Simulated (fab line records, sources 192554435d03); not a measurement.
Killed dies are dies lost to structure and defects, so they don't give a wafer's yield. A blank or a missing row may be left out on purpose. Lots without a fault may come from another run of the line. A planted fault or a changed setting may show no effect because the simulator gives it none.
Chamber matching | flow n5_finfet | N5_FIN_CUT_STRIP_24 on rie_diel-04: 4 sister chambers
The step strips in CF4. 18 wafers are shown with their chamber, then 9 later ones without.

WAFERS WITH THEIR CHAMBER
wafer  | chamber | drypump_motor_current_A (A) | throttle_valve_pct (%) | showerhead_plenum_p_Torr (Torr)
L075.1 | 3       | 6.5                         | 13.64                  | 1.72
L075.4 | 0       | 5.8                         | 13.81                  | 1.86
L075.5 | 0       | 5.8                         | 13.82                  | 1.86
L083.2 | 1       | 5.7                         | 13.22                  | 1.76
L083.5 | 0       | 5.8                         | 13.85                  | 1.86
L083.6 | 1       | 5.7                         | 13.23                  | 1.76
L084.2 | 2       | 5.7                         | 13.79                  | 1.85
L084.3 | 3       | 6.5                         | 13.68                  | 1.72
L084.6 | 3       | 6.5                         | 13.67                  | 1.72
L085.1 | 3       | 6.5                         | 13.67                  | 1.71
L085.5 | 1       | 5.7                         | 13.21                  | 1.76
L085.6 | 0       | 5.8                         | 13.85                  | 1.86
L088.2 | 3       | 6.5                         | 13.69                  | 1.71
L088.3 | 2       | 5.8                         | 13.81                  | 1.84
L088.5 | 0       | 5.8                         | 13.86                  | 1.85
L089.1 | 3       | 6.5                         | 13.68                  | 1.71
L089.2 | 0       | 5.8                         | 13.87                  | 1.85
L089.5 | 2       | 5.7                         | 13.82                  | 1.84

SIGNATURES (means of the wafers above)
reading                  | chamber 0 | chamber 1 | chamber 2 | chamber 3 | scatter within a chamber
drypump_motor_current_A  | 5.800     | 5.700     | 5.733     | 6.500     | 0.0218
throttle_valve_pct       | 13.8433   | 13.2200   | 13.8067   | 13.6717   | 0.0187
showerhead_plenum_p_Torr | 1.8567    | 1.7600    | 1.8433    | 1.7150    | 0.005
Rule: a wafer's distance from a chamber is the root of the sum, over the readings, of the square of ((its reading less the chamber's mean) divided by the reading's scatter). The wafer belongs to the nearest chamber; if the next one is less than 2 further off, it can't be placed. The scatter: the root of (the sum of the squares of (reading less its chamber's mean) over the shown wafers, divided by (wafers less chambers)).

WAFERS WITHOUT THEIR CHAMBER
wafer  | drypump_motor_current_A (A) | throttle_valve_pct (%) | showerhead_plenum_p_Torr (Torr)
L093.1 | 6.5                         | 13.70                  | 1.71
L093.3 | 5.7                         | 13.24                  | 1.76
L093.6 | 5.7                         | 13.24                  | 1.76
L094.2 | 5.8                         | 13.87                  | 1.85
L094.3 | 5.7                         | 13.24                  | 1.76
L094.5 | 5.8                         | 13.89                  | 1.85
L097.1 | 6.5                         | 13.71                  | 1.71
L097.2 | 5.7                         | 13.27                  | 1.75
L097.3 | 5.7                         | 13.84                  | 1.84

WHICH CHAMBER EACH WENT THROUGH
wafer  | from the rows above | in truth
L093.1 | 3                   | 3
L093.3 | 1                   | 1
L093.6 | 1                   | 1
L094.2 | 0                   | 0
L094.3 | 1                   | 1
L094.5 | 0                   | 0
L097.1 | 3                   | 3
L097.2 | 1                   | 1
L097.3 | 2                   | 2
Placed correctly: 9 of 9. Can't be placed from these rows: 0. Placed wrongly: 0.
